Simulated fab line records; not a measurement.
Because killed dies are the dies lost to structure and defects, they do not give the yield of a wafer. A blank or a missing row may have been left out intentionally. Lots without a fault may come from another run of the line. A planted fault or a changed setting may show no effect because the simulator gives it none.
fab line records -- flow nand-harc
[record] lots = 6, wafers = 18, last-day = 24
route steps=1159 shown A_STAIRCASE@618 END@1159
lots untouched by any fault: they come from a run of this same line in which no faults occurred
start-h: the number of hours between the record's first day and the start of the first shown wafer of the lot -- wait-h: time in hours since the lot's previous step -- " identical to the entry in the row above -- L1.1+2: a single row standing in for several wafers -- - no value, or no start was given -- * or withheld: withheld -- < > ~ a bound
route shown NAME@n: names a module that has steps shown in the file, with the first one's number in the route -- usual: average and standard deviation across the fault-free wafers -- same: alike in all rows -- chamber/n: place in a boat -- sites: the reading at each site -- _std_site: how widely they spread, as a standard deviation -- _edge_site: inner sites' mean taken away from outer sites' mean -- radius-mm: for every site, how far away it sits from the centre of the wafer -- mask NAME#n: copy n -- behind: the last tool/chamber to shape the wafer -- hold: cause of the lot's hold/its duration in hours/its outcome -- device: names the non-switching transistor (n, p or np) -- end of line: at the end of the route, the tests of the same wafers -- a step with no rows: only its recipe -- killed: the dies lost at the first sort to structure and to defects; this is not the yield of the wafer -- map: shows each die of a wafer: x if killed, . if not, _ if none is there
set.NAME: the setting as run; set.NAME@STEP: as run at that earlier step -- model.NAME: the simulator's own value behind a step, which no gauge read
lots at some steps of the route; a table a step, a row a wafer
services: from which hour (start-h, from the record's first day; less than 0 if before it) a tool's chamber was out of use, for how many hours, and why
[[steps]]
[step NHARC_A_STAIRCASE_TRIM_224]
[recipe] time-s = 211.2, o2-flow-sccm = 500, ar-flow-sccm = 0, bias-w = 0, chemistry = O2
[usual] chamber-pressure-mTorr = 59.99/0.054, drypump-motor-current-A = 5.8/0.52, mfc-ar-sccm = 0.005/0.01, oes-product-au = 1.002/0.0076, rf-vpp-V = 57.7/0.87, showerhead-plenum-p-Torr = 3.51/0.11, throttle-valve-pct = 17.036/0.0096
lot.wafer,tool,chamber,start-h,wait-h,chamber-pressure-mTorr,drypump-motor-current-A,mfc-ar-sccm,oes-product-au,rf-hours-counter-h,rf-vpp-V,showerhead-plenum-p-Torr,throttle-valve-pct
L358.3,rie-diel-07,2,-,-,60.03,5.8,0,1.016,9,58.8,3.68,17.029
L358.2,rie-diel-07,0,-,-,59.94,6.5,0.032,1.002,7,56.7,3.40,17.036
L358.5,rie-diel-07,3,-,-,59.99,6.3,0,1.001,-,56.3,3.60,17.023
L366.2,rie-diel-06,1,-,-,60.02,6.0,0,0.994,15,58.0,3.43,17.054
L366.1,rie-diel-06,2,-,-,60.10,5.0,0,0.990,14,58.2,3.61,17.031
L366.6,rie-diel-06,0,-,-,59.97,5.6,0.003,1.001,-,57.4,3.30,17.043
L373.4,rie-diel-09,1,-,-,59.93,5.8,0.029,0.999,25,57.4,3.58,17.014
L373.3,rie-diel-09,0,-,-,59.94,4.8,0,1.009,29,56.5,3.50,17.025
L373.6,rie-diel-09,1,-,-,60.04,5.8,0.029,1.002,-,59.6,3.58,17.033
L376.2,rie-diel-06,1,-,-,60.01,6.0,0,0.988,42,56.8,3.41,17.022
L376.1,rie-diel-06,2,-,-,59.89,5.0,0,1.002,42,56.5,3.59,17.054
L376.4,rie-diel-06,2,-,-,60.09,5.0,0,1.003,-,58.3,3.59,17.020
L379.2,rie-diel-09,1,-,-,60.05,5.8,0.029,0.993,39,57.2,3.57,17.031
L379.1,rie-diel-09,0,-,-,59.97,4.8,0,0.992,43,58.8,3.50,17.043
L379.6,rie-diel-09,1,-,-,60.08,5.8,0.029,0.990,-,57.3,3.57,17.051
L380.2,rie-diel-06,2,-,-,60.05,5.0,0,1.003,53,57.8,3.59,17.030
L380.4,rie-diel-06,3,-,-,59.95,6.1,0,1.001,48,57.2,3.55,17.040
L380.1,rie-diel-06,0,-,-,59.94,5.7,0.003,0.992,36,56.8,3.29,17.018
[step NHARC_A_STAIRCASE_ETCH_225]
[recipe] target-depth-a = 1000, time-s = 40.5, ion-energy-ev = 400, c4f8-flow-sccm = 20, o2-flow-sccm = 10, ar-flow-sccm = withheld, rf-w = 600, bias-w = 1000, chemistry = C4F8/O2
[step NHARC_A_STAIRCASE_TRIM_226]
[recipe] time-s = 211.2, o2-flow-sccm = 500, ar-flow-sccm = 0, bias-w = 0, chemistry = O2
[usual] chamber-pressure-mTorr = 59.99/0.062, drypump-motor-current-A = 5.8/0.52, mfc-ar-sccm = 0.005/0.011, oes-product-au = 1.001/0.0072, rf-vpp-V = 57.8/0.94, showerhead-plenum-p-Torr = 3.51/0.11, throttle-valve-pct = 17.038/0.0088
lot.wafer,tool,chamber,start-h,wait-h,chamber-pressure-mTorr,drypump-motor-current-A,mfc-ar-sccm,oes-product-au,rf-hours-counter-h,rf-vpp-V,showerhead-plenum-p-Torr,throttle-valve-pct
L358.2,rie-diel-07,1,-,-,59.98,5.7,0,1.011,8,58.6,3.34,17.036
L358.3,rie-diel-07,2,-,-,60.00,5.7,0,0.994,9,59.6,3.68,17.035
L358.5,rie-diel-07,3,-,-,60.03,6.4,0,1.003,-,57.2,3.60,17.039
L366.1,rie-diel-06,3,-,-,59.99,6.1,0,1.011,15,58.8,3.57,17.049
L366.2,rie-diel-06,1,-,-,59.89,6.1,0,0.990,15,57.1,3.43,17.038
L366.6,rie-diel-06,3,-,-,59.95,6.1,0,1.002,-,58.1,3.57,17.035
L373.3,rie-diel-09,2,-,-,60.00,6.2,0,1.006,24,57.8,3.59,17.036
L373.4,rie-diel-09,3,-,-,59.87,6.4,0.009,0.999,29,58.2,3.58,17.034
L373.6,rie-diel-09,2,-,-,59.97,6.2,0,0.995,-,56.7,3.59,17.059
L376.1,rie-diel-06,1,-,-,60.07,6.1,0,0.986,43,56.4,3.41,17.029
L376.2,rie-diel-06,3,-,-,59.98,6.1,0,1.008,33,58.1,3.56,17.033
L376.4,rie-diel-06,3,-,-,59.95,6.1,0,0.998,-,56.8,3.56,17.044
L379.1,rie-diel-09,0,-,-,59.97,4.8,0,1.004,43,57.4,3.50,17.037
L379.2,rie-diel-09,1,-,-,59.92,5.8,0.029,0.998,39,56.7,3.57,17.026
L379.6,rie-diel-09,2,-,-,60.07,6.2,0,1.000,-,57.0,3.58,17.033
L380.1,rie-diel-06,3,-,-,59.89,6.1,0,1.008,48,57.8,3.55,17.021
L380.4,rie-diel-06,1,-,-,59.91,6.1,0,0.991,57,56.7,3.40,17.036
L380.2,rie-diel-06,2,-,-,59.99,5.0,0,1.015,53,59.5,3.58,17.041
[step NHARC_A_STAIRCASE_ETCH_227]
[recipe] target-depth-a = 1000, time-s = 40.5, ion-energy-ev = 400, c4f8-flow-sccm = 20, o2-flow-sccm = 10, ar-flow-sccm = withheld, rf-w = 600, bias-w = 1000, chemistry = C4F8/O2
[step NHARC_A_STAIRCASE_TRIM_229]
[recipe] time-s = 211.2, o2-flow-sccm = 500, ar-flow-sccm = 0, bias-w = 0, chemistry = O2
[step NHARC_A_STAIRCASE_ETCH_230]
[recipe] target-depth-a = 1000, time-s = 40.5, ion-energy-ev = 400, c4f8-flow-sccm = 20, o2-flow-sccm = 10, ar-flow-sccm = withheld, rf-w = 600, bias-w = 1000, chemistry = C4F8/O2
[usual] chamber-pressure-mTorr = 25.000/0.021, oes-product-au = 0.948/0.016, rf-vpp-V = 895/4.7, run-length-s = 61.7/0.49
lot.wafer,tool,chamber,start-h,wait-h,chamber-pressure-mTorr,oes-product-au,rf-hours-counter-h,rf-vpp-V,run-length-s
L358.2,rie-diel-07,1,-,-,25.035,0.948,8,889,61.6
L358.3,rie-diel-07,2,-,-,24.983,0.943,9,904,61.7
L358.5,rie-diel-07,0,-,-,25.005,0.935,-,892,61.4
L366.2,rie-diel-09,1,286.50,0.3,24.990,0.980,9,898,61.1
L366.1,rie-diel-09,3,286.50,0.3,24.989,0.952,11,898,61.2
L366.6,rie-diel-09,1,286.50,0.3,25.042,0.963,-,898,61.0
L373.3,rie-diel-07,0,-,-,25.001,0.962,42,891,61.7
L373.4,rie-diel-07,3,-,-,24.964,0.961,-,898,61.9
L373.6,rie-diel-07,1,-,-,24.987,0.970,-,887,61.6
L376.1,rie-diel-07,3,-,-,24.988,0.948,46,896,62.0
L376.2,rie-diel-07,0,-,-,24.986,0.949,49,890,61.4
L376.4,rie-diel-07,3,-,-,24.951,0.950,-,898,61.8
L379.1,rie-diel-09,0,-,-,24.991,0.938,44,894,61.3
L379.2,rie-diel-09,2,-,-,25.003,0.923,39,898,62.6
L379.6,rie-diel-09,2,-,-,24.992,0.927,-,897,62.5
L380.2,rie-diel-09,1,-,-,24.993,0.939,47,898,61.8
L380.1,rie-diel-09,0,-,-,25.006,0.927,52,894,61.7
L380.4,rie-diel-09,0,-,-,25.035,0.918,-,893,61.7
[step NHARC_A_STAIRCASE_TRIM_231]
[recipe] time-s = 211.2, o2-flow-sccm = 500, ar-flow-sccm = 0, bias-w = 0, chemistry = O2
[step NHARC_A_STAIRCASE_ETCH_232]
[recipe] target-depth-a = 1000, time-s = 40.5, ion-energy-ev = 400, c4f8-flow-sccm = 20, o2-flow-sccm = 10, ar-flow-sccm = withheld, rf-w = 600, bias-w = 1000, chemistry = C4F8/O2
[step NHARC_A_STAIRCASE_TRIM_233]
[recipe] time-s = 211.2, o2-flow-sccm = 500, ar-flow-sccm = 0, bias-w = 0, chemistry = O2
[step NHARC_A_STAIRCASE_ETCH_234]
[recipe] target-depth-a = 1000, time-s = 40.5, ion-energy-ev = 400, c4f8-flow-sccm = 20, o2-flow-sccm = 10, ar-flow-sccm = withheld, rf-w = 600, bias-w = 1000, chemistry = C4F8/O2
[usual] chamber-pressure-mTorr = 25.000/0.025, oes-product-au = 0.941/0.0097, rf-vpp-V = 895/4.6, run-length-s = 61.7/0.51
lot.wafer,tool,chamber,start-h,wait-h,chamber-pressure-mTorr,oes-product-au,rf-hours-counter-h,rf-vpp-V,run-length-s
L358.2,rie-diel-07,2,-,-,24.994,0.942,9,903,61.5
L358.3,rie-diel-07,1,-,-,24.979,0.945,8,889,61.9
L358.5,rie-diel-07,3,-,-,25.022,0.937,-,899,61.9
L366.1,rie-diel-09,1,-,-,24.974,0.939,9,899,61.1
L366.2,rie-diel-09,3,-,-,25.027,0.944,12,898,60.9
L366.6,rie-diel-09,1,-,-,24.945,0.939,-,899,61.2
L373.3,rie-diel-07,0,-,-,24.974,0.929,42,892,61.2
L373.6,rie-diel-07,0,-,-,25.025,0.937,-,890,61.4
L373.4,rie-diel-07,1,-,-,24.966,0.945,-,887,61.4
L376.2,rie-diel-07,2,-,-,25.033,0.925,39,901,61.8
L376.1,rie-diel-07,3,-,-,24.991,0.943,46,899,62.3
L376.4,rie-diel-07,0,-,-,25.018,0.937,49,891,61.3
L379.2,rie-diel-09,0,-,-,24.992,0.932,45,895,61.5
L379.1,rie-diel-09,1,-,-,24.971,0.926,41,897,61.5
L379.6,rie-diel-09,0,-,-,24.993,0.930,-,894,61.4
L380.2,rie-diel-09,0,-,-,25.016,0.940,52,894,61.7
L380.1,rie-diel-09,1,-,-,24.970,0.958,48,898,61.3
L380.4,rie-diel-09,1,-,-,25.028,0.949,-,897,61.3
[step NHARC_A_STAIRCASE_TRIM_235]
[recipe] time-s = 211.2, o2-flow-sccm = 500, ar-flow-sccm = 0, bias-w = 0, chemistry = O2
[usual] chamber-pressure-mTorr = 60.00/0.06, drypump-motor-current-A = 5.9/0.5, mfc-ar-sccm = 0.007/0.012, oes-product-au = 1.004/0.0086, rf-vpp-V = 57.8/0.83, showerhead-plenum-p-Torr = 3.50/0.12, throttle-valve-pct = 17.036/0.0076
lot.wafer,tool,chamber,start-h,wait-h,chamber-pressure-mTorr,drypump-motor-current-A,mfc-ar-sccm,oes-product-au,rf-hours-counter-h,rf-vpp-V,showerhead-plenum-p-Torr,throttle-valve-pct
L358.3,rie-diel-07,3,-,-,59.99,6.4,0,1.000,9,58.9,3.60,17.042
L358.2,rie-diel-07,0,-,-,59.98,6.5,0.032,1.005,8,58.6,3.40,17.029
L358.5,rie-diel-07,1,-,-,59.95,5.7,0,1.006,-,56.1,3.34,17.056
L366.1,rie-diel-09,0,-,-,59.95,4.8,0,1.003,12,57.8,3.51,17.041
L366.2,rie-diel-09,3,-,-,59.96,6.4,0.009,0.999,12,58.6,3.59,17.038
L366.6,rie-diel-09,1,-,-,60.00,5.8,0.029,0.994,-,57.6,3.59,17.034
L373.3,rie-diel-07,3,-,-,59.98,6.4,0,1.009,39,58.7,3.59,17.036
L373.4,rie-diel-07,0,-,-,60.04,6.5,0.032,1.018,-,57.9,3.38,17.045
L373.6,rie-diel-07,1,-,-,60.09,5.8,0,1.023,-,58.0,3.32,17.024
L376.1,rie-diel-07,3,-,-,60.06,6.4,0,1.007,46,56.7,3.58,17.038
L376.4,rie-diel-07,1,-,-,60.01,5.8,0,1.002,50,56.9,3.32,17.022
L376.2,rie-diel-07,2,-,-,59.84,5.7,0,0.995,39,58.3,3.66,17.043
L379.1,rie-diel-09,2,-,-,59.97,6.2,0,1.000,40,57.0,3.58,17.032
L379.2,rie-diel-09,1,-,-,60.02,5.8,0.029,1.000,41,58.2,3.57,17.018
L379.6,rie-diel-09,2,-,-,60.12,6.2,0,1.001,-,58.4,3.58,17.042
L380.2,rie-diel-09,0,-,-,60.07,4.8,0,0.997,52,57.9,3.49,17.034
L380.1,rie-diel-09,1,-,-,59.96,5.8,0.029,1.006,48,57.0,3.57,17.043
L380.4,rie-diel-09,0,-,-,59.99,4.8,0,0.994,-,58.7,3.49,17.042
[step NHARC_A_STAIRCASE_ETCH_236]
[recipe] target-depth-a = 1000, time-s = 40.5, ion-energy-ev = 400, c4f8-flow-sccm = 20, o2-flow-sccm = 10, ar-flow-sccm = withheld, rf-w = 600, bias-w = 1000, chemistry = C4F8/O2
[usual] chamber-pressure-mTorr = 25.000/0.023, oes-product-au = 0.943/0.012, rf-vpp-V = 895/4.5, run-length-s = 61.7/0.47
lot.wafer,tool,chamber,start-h,wait-h,chamber-pressure-mTorr,oes-product-au,rf-hours-counter-h,rf-vpp-V,run-length-s
L358.2,rie-diel-07,1,258.39,-,25.024,0.942,9,888,61.6
L358.3,rie-diel-07,2,258.39,-,25.016,0.926,9,900,62.3
L358.5,rie-diel-07,3,258.39,-,24.995,0.948,-,900,61.9
L366.2,rie-diel-09,1,287.79,-,24.984,0.922,9,898,61.0
L366.1,rie-diel-09,3,287.79,-,24.975,0.918,12,899,61.7
L366.6,rie-diel-09,0,287.79,-,24.998,0.922,-,895,61.8
L373.3,rie-diel-07,0,343.50,-,25.002,0.944,42,890,61.4
L373.6,rie-diel-07,1,343.50,-,25.036,0.949,-,889,41.6
L373.4,rie-diel-07,3,343.50,-,25.019,0.943,-,898,41.9
L376.1,rie-diel-07,2,356.33,-,24.998,0.948,39,901,61.8
L376.4,rie-diel-07,0,356.33,-,24.991,0.937,49,891,41.7
L376.2,rie-diel-07,1,356.33,-,24.955,0.963,50,887,62.2
L379.1,rie-diel-09,1,375.03,-,24.958,0.936,41,897,61.5
L379.2,rie-diel-09,0,375.03,-,25.032,0.928,45,895,61.9
L379.6,rie-diel-09,1,375.03,-,24.978,0.934,-,897,61.3
L380.1,rie-diel-09,0,388.94,-,24.994,0.934,52,893,61.8
L380.2,rie-diel-09,3,388.94,-,25.016,0.935,41,898,60.8
L380.4,rie-diel-09,3,388.94,-,25.010,0.932,-,898,61.0
[step NHARC_END_SORT_01]
[recipe] temp-c = 25
[usual] killed-at-array = 26/11, killed-at-other = 0.6/1, killed-at-periphery = 3.1/2.1, killed-dies = 30/11, killed-open = 3.4/1.8, killed-short = 2.1/1.5
[same] gross-dies = 677
lot.wafer,tool,chamber,start-h,wait-h,killed-at-array,killed-at-other,killed-at-periphery,killed-dies,killed-open,killed-short
L366.1,prober-01,0,486.65,2.5,20,1,3,24,3,2
L366.2,prober-01,0,487.46,2.8,15,2,5,22,5,3
L366.6,prober-01,0,490.70,4.0,23,2,4,29,2,2
L373.4,prober-02,0,529.85,3.4,674,0,3,677,5,2
L373.6,prober-02,0,531.45,4.0,674,0,3,677,3,1
L376.4,prober-01,0,550.83,3.4,667,0,10,677,7,0
// killed by level:class
L366.1 A_CHANNEL_HOLE_D1:chamber-film-flake=13 A_CONTACT:chamber-film-flake=3 P_M1:geometric-particle:open=2 A_ONON_D1:geometric-particle:short=1 A_CHANNEL_FILL_D1:geometric-particle:short=1 A_CONTACT:geometric-particle:open=1 P_CONTACT:chamber-film-flake=1 A_WL_FILL:chamber-film-flake=1
L366.2 A_CHANNEL_HOLE_D1:chamber-film-flake=9 P_M0:geometric-particle:open=2 THIN_TSV:chamber-film-flake=2 P_CONTACT:geometric-particle:short=1 P_CONTACT:geometric-particle:open=1 A_SOURCE_PLATE:geometric-particle:short=1 A_SGD_CUT:geometric-particle:short=1 A_CONTACT:geometric-particle:open=1
L366.6 A_CHANNEL_HOLE_D1:chamber-film-flake=19 A_CONTACT:chamber-film-flake=2 THIN_TSV:chamber-film-flake=2 P_CONTACT:geometric-particle:short=1 P_M0:geometric-particle:open=1 A_CHANNEL_FILL_D1:geometric-particle:short=1 A_WL_FILL:geometric-particle:open=1 P_ZERO_WELL:chamber-film-flake=1
L373.4 A_STAIRCASE:area-etch=640 A_CHANNEL_HOLE_D1:chamber-film-flake=19 A_CONTACT:chamber-film-flake=6 A_WL_FILL:chamber-film-flake=3 A_CONTACT:geometric-particle:open=2 A_CHANNEL_FILL_D1:chamber-film-flake=2 P_STI:geometric-particle:open=1 P_M0:geometric-particle:open=1
L373.6 A_STAIRCASE:area-etch=648 A_CHANNEL_HOLE_D1:chamber-film-flake=17 A_CONTACT:chamber-film-flake=5 A_CONTACT:geometric-particle:open=2 P_GATE:chamber-film-flake=2 A_CHANNEL_FILL_D1:geometric-particle:short=1 A_SGD_CUT:geometric-particle:open=1 P_M2:chamber-film-flake=1
L376.4 A_STAIRCASE:area-etch=622 A_SLIT:chamber-film-flake=19 A_CHANNEL_HOLE_D1:chamber-film-flake=14 A_CONTACT:chamber-film-flake=5 P_CONTACT:chamber-film-flake=3 A_STAIRCASE:chamber-film-flake=3 P_CONTACT:geometric-particle:open=2 P_BONDPAD:chamber-film-flake=2
// map L373.4 (x killed, . not)
____________x____________
_________xxxxxxx_________
_______xxxxxxxxxxx_______
______xxxxxxxxxxxxx______
_____xxxxxxxxxxxxxxx_____
____xxxxxxxxxxxxxxxxx____
____xxxxxxxxxxxxxxxxx____
___xxxxxxxxxxxxxxxxxxx___
___xxxxxxxxxxxxxxxxxxx___
__xxxxxxxxxxxxxxxxxxxxx__
__xxxxxxxxxxxxxxxxxxxxx__
_xxxxxxxxxxxxxxxxxxxxxxx_
_xxxxxxxxxxxxxxxxxxxxxxx_
_xxxxxxxxxxxxxxxxxxxxxxx_
_xxxxxxxxxxxxxxxxxxxxxxx_
_xxxxxxxxxxxxxxxxxxxxxxx_
xxxxxxxxxxxxxxxxxxxxxxxxx
xxxxxxxxxxxxxxxxxxxxxxxxx
xxxxxxxxxxxxxxxxxxxxxxxxx
xxxxxxxxxxxxxxxxxxxxxxxxx
xxxxxxxxxxxxxxxxxxxxxxxxx
_xxxxxxxxxxxxxxxxxxxxxxx_
_xxxxxxxxxxxxxxxxxxxxxxx_
_xxxxxxxxxxxxxxxxxxxxxxx_
_xxxxxxxxxxxxxxxxxxxxxxx_
_xxxxxxxxxxxxxxxxxxxxxxx_
__xxxxxxxxxxxxxxxxxxxxx__
__xxxxxxxxxxxxxxxxxxxxx__
___xxxxxxxxxxxxxxxxxxx___
___xxxxxxxxxxxxxxxxxxx___
____xxxxxxxxxxxxxxxxx____
____xxxxxxxxxxxxxxxxx____
_____xxxxxxxxxxxxxxx_____
______xxxxxxxxxxxxx______
_______xxxxxxxxxxx_______
_________xxxxxxx_________
____________x____________
// map L376.4 (x killed, . not)
____________x____________
_________xxxxxxx_________
_______xxxxxxxxxxx_______
______xxxxxxxxxxxxx______
_____xxxxxxxxxxxxxxx_____
____xxxxxxxxxxxxxxxxx____
____xxxxxxxxxxxxxxxxx____
___xxxxxxxxxxxxxxxxxxx___
___xxxxxxxxxxxxxxxxxxx___
__xxxxxxxxxxxxxxxxxxxxx__
__xxxxxxxxxxxxxxxxxxxxx__
_xxxxxxxxxxxxxxxxxxxxxxx_
_xxxxxxxxxxxxxxxxxxxxxxx_
_xxxxxxxxxxxxxxxxxxxxxxx_
_xxxxxxxxxxxxxxxxxxxxxxx_
_xxxxxxxxxxxxxxxxxxxxxxx_
xxxxxxxxxxxxxxxxxxxxxxxxx
xxxxxxxxxxxxxxxxxxxxxxxxx
xxxxxxxxxxxxxxxxxxxxxxxxx
xxxxxxxxxxxxxxxxxxxxxxxxx
xxxxxxxxxxxxxxxxxxxxxxxxx
_xxxxxxxxxxxxxxxxxxxxxxx_
_xxxxxxxxxxxxxxxxxxxxxxx_
_xxxxxxxxxxxxxxxxxxxxxxx_
_xxxxxxxxxxxxxxxxxxxxxxx_
_xxxxxxxxxxxxxxxxxxxxxxx_
__xxxxxxxxxxxxxxxxxxxxx__
__xxxxxxxxxxxxxxxxxxxxx__
___xxxxxxxxxxxxxxxxxxx___
___xxxxxxxxxxxxxxxxxxx___
____xxxxxxxxxxxxxxxxx____
____xxxxxxxxxxxxxxxxx____
_____xxxxxxxxxxxxxxx_____
______xxxxxxxxxxxxx______
_______xxxxxxxxxxx_______
_________xxxxxxx_________
____________x____________
[[services]]
tool,chamber,start-h,hours,kind
rie-diel-09,0,233.44,-,clean
rie-diel-09,1,233.44,-,clean
rie-diel-09,2,233.44,-,clean
rie-diel-09,3,233.44,-,clean
rie-diel-09,-,240.67,0.8,repair
rie-diel-06,-,242.47,9.0,pm
rie-diel-09,-,254.11,9.0,pm
rie-diel-09,0,254.11,9.0,vent-cycle
rie-diel-09,1,254.11,9.0,vent-cycle
rie-diel-09,2,254.11,9.0,vent-cycle
rie-diel-09,3,254.11,9.0,vent-cycle
rie-diel-06,-,275.48,0.3,repair
rie-diel-09,1,282.27,4.0,repair
rie-diel-09,2,285.48,8.2,repair
rie-diel-06,3,291.21,21.8,repair
rie-diel-07,1,310.76,2.2,repair
rie-diel-06,3,326.38,3.6,repair
rie-diel-06,0,328.72,43.8,repair
rie-diel-07,2,340.48,15.5,repair
rie-diel-09,3,360.57,16.6,repair
rie-diel-07,0,369.47,11.3,repair
rie-diel-07,-,372.31,0.6,repair
rie-diel-06,2,374.46,8.7,repair
rie-diel-09,2,387.51,13.8,repair
[[key]]
[first-sign] step = NHARC_A_STAIRCASE_ETCH_236, reading = run-length-s, direction = down, sigmas = 42, usual = *, struck = *
[effect] step = NHARC_END_SORT_01, reading = killed-dies, direction = up, sigmas = 59, usual = 30, struck = 677
[more-kills-born-at] NHARC_A_STAIRCASE_ETCH_236@rie-diel-07 = 1910
met-at NHARC_A_STAIRCASE_ETCH_236
struck-wafers L373.4,L373.6,L376.4
later-rows-left-out L373.4,L373.6,L376.4
tester-left-out L373,L376
onset-between 258.39 343.50
[fault] kind = process-parameter-drift, tool = rie-diel-07, chamber = -, onset-h = 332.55, steps = NHARC_A_STAIRCASE_ETCH_236, channel = time-s, offset = *, shape = step, end-h = 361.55, scope = struck-wafers-only, acts-in = *, stated = *
// tester-left-out: of these lots the tester's yield and bins aren't shown, on N5 and GAA mostly nor the transistor test; their killed dies are dies lost to structure and defects alone, not to doping, threshold or leakage, so they don't give the yield
// later-rows-left-out: the simulator's readings of these wafers behind a module that went badly wrong aren't trusted and aren't shown, but for the sort
